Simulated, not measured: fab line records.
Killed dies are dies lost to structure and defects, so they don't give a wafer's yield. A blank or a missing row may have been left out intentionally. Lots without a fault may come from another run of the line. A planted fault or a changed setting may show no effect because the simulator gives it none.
Comparing a struck lot with a sound one	flow nand-harc	13 steps out of a route of 1159
Sound: these wafers, L953.2, L953.4, L953.6. Struck: wafers L965.2, L965.3, L965.6. The cause is given at the end.
At each step with rows: each side's tool, then ch and its chambers, then its first start. Under that, the readings that differ: sound wafers	struck wafers	difference of the means	sigmas: that difference in standard deviations of wafers without a fault.
alike: same words and numbers on both sides, and readings whose means sit less than 2 such deviations apart. not compared: any withheld reading, any reading some wafer has no value for, any bound like >300 that may hide the same value, and any number with overlapping values for which the record gives no deviation.
The two part at a step that has a row with sigmas, a row that says differs or no value, or rows on one side only. Numbers that have no deviation but don't overlap get no sigmas and don't part them. Lack of a reading on every wafer of one side parts them only where that side has two or more wafers.

NHARC_A_WL_FILL_INSPECT_15:
  sound on defect-inspect-01 at day 17 08:40; struck on defect-inspect-01 at day 19 17:54
  alike: raw-defect-count
NHARC_A_CONTACT_DEP_24: deposits SiO2, target thk 500 nm.
  sound on pecvd-04 ch 0,2, day 17 08:47; struck on pecvd-02 ch 0,1, day 19 18:02
  alike: heater-power-w, throttle-valve-pct
NHARC_A_CONTACT_DEP_28: deposits aC, target thk 3600 nm.
  sound on acl-dep-03 ch 0, day 17 09:44; struck on acl-dep-02 ch 0, day 19 20:46
  alike: throttle-valve-pct
NHARC_A_CONTACT_DEP_29: deposits SiON, target thk 70 nm.
  sound on pecvd-04 ch 0,1, day 17 11:38; struck on pecvd-02 ch 0,1,2, day 19 22:38
  alike: heater-power-w
then, 7 steps without rows for these wafers: NHARC_A_CONTACT_DEHYDRATE_32 (time 120 s); NHARC_A_CONTACT_HMDS_33 (time 30 s); NHARC_A_CONTACT_COAT_34 (time 75 s); NHARC_A_CONTACT_COAT_35 (time 65 s); NHARC_A_CONTACT_COAT_36 (resist thk 90 nm); NHARC_A_CONTACT_SOFTBAKE_37 (time 55 s); NHARC_A_CONTACT_EBR_38.
NHARC_A_CONTACT_EXPOSE_39: exposes mask A CC 3.
  struck on arfi-scanner-03, day 19 23:06; sound on arfi-scanner-03 ch 0, day 17 12:11
  no value came back on the struck wafers for exposure-dose-mJ-cm2, focus-offset-nm (nm); on the sound wafers exposure-dose-mJ-cm2 reads 58.78 58.85 58.88
  alike: mask
then, 1 step without rows for these wafers: NHARC_A_CONTACT_PEB_40 (peb time 65 s).

## WHERE THEY PART
Only at NHARC_A_CONTACT_EXPOSE_39, within this record.

WHY: what had been put in by the simulator
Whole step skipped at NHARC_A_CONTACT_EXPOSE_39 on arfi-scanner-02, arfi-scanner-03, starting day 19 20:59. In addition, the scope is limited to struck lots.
